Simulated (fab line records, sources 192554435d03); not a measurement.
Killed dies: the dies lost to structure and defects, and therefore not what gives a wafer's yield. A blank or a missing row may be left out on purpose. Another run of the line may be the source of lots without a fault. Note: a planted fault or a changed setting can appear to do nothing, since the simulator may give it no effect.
One fault through the eyes of 2 desks || flow n5Finfet || each desk has only its own numbers; what lay behind them comes last

## AT THE TOOL OWNER'S DESK: lithoTrack-03
The tool's own readings at N5_SD_EPI_P_PEB_07 (peb time 60 s): means of the sampled wafers that have a number, for each lot that ran on this tool. Marked OUT: a lot whose mean sits more than 4 standard deviations from the usual mean, which makes it out of limits; the brackets give that distance.
Columns: A = heaterPowerTotalW at N5_SD_EPI_P_PEB_07, usual 175.4 W
{"lot": "L361", "first seen here": "day 4 21:25", "A": 175.7}
{"lot": "L371", "first seen here": "day 7 06:27", "A": 180.4}
{"lot": "L372", "first seen here": "day 7 14:47", "A": "184.1 (+5.1) OUT"}
{"lot": "L374", "first seen here": "day 8 00:24", "A": 178.1}
This desk's verdict: out of limits on L372, starting with L372 at day 7 14:47 (heaterPowerTotalW at N5_SD_EPI_P_PEB_07). In limits: L361, L371, L374.

## FROM THE METROLOGY DESK
Lot by lot, what the gauges showed, no matter which tool ran the lot: averages of those sampled wafers that carry a number. Marked OUT: a lot whose mean sits more than 4 standard deviations from the usual mean, which makes it out of limits; the brackets give that distance. Of its 11 readings 7 are shown: those that lie furthest out on some lot.
Columns: A = cdNm at N5_SD_EPI_P_CD_MEAS_09, usual 240.3 nm; B = DIBL_N at N5_BEOL_M4_RC_MEAS_101, usual 36.3 mV/V; C = DIBL_P at N5_BEOL_M4_RC_MEAS_101, usual 35.7 mV/V; D = IOFF_N at N5_BEOL_M4_RC_MEAS_101, usual 0.155 nA/um; E = IOFF_P at N5_BEOL_M4_RC_MEAS_101, usual 0.204 nA/um; F = SS_N at N5_BEOL_M4_RC_MEAS_101, usual 71.5 mV/dec; G = SS_P at N5_BEOL_M4_RC_MEAS_101, usual 73.1 mV/dec
{"lot": "L361", "first seen here": "day 4 21:28", "A": 239.5, "B": 38.5, "C": 37.1, "D": 0.181, "E": 0.231, "F": 72.6, "G": 73.5}
{"lot": "L371", "first seen here": "day 7 06:31", "A": 239.8, "B": 35.1, "C": 36.1, "D": 0.144, "E": 0.188, "F": 71.7, "G": 72.9}
{"lot": "L372", "first seen here": "day 7 14:52", "A": 237.3, "B": 38.6, "C": 37.8, "D": 0.179, "E": 0.250, "F": 71.3, "G": 73.8}
{"lot": "L374", "first seen here": "day 8 00:28", "A": 238.6, "B": 36.4, "C": 36.5, "D": 0.149, "E": 0.203, "F": 71.6, "G": 72.8}
{"lot": "L378", "first seen here": "day 8 23:37", "A": 240.1, "B": 36.0, "C": 35.2, "D": 0.148, "E": 0.183, "F": 71.4, "G": 72.3}
This desk's verdict: no lot among the 5 shows anything out of limits.

## BROUGHT TOGETHER
On L372, at day 7 14:47, an alarm was possible from the tool owner's desk.
From the metrology desk's view, nothing was out of limits.
The metrology desk holds a record of L372, inside its limits.
Every lot named ran N5_SD_EPI_P_PEB_07 on lithoTrack-03.

## WHAT THE SIMULATOR HAD PUT IN
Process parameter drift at N5_SD_EPI_P_PEB_07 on lithoTrack-03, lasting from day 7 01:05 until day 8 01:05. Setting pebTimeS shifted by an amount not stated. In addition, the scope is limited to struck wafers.
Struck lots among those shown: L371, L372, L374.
Time in hours from fault onset to the first out-of-limits reading at each desk: the tool owner's desk, 14.
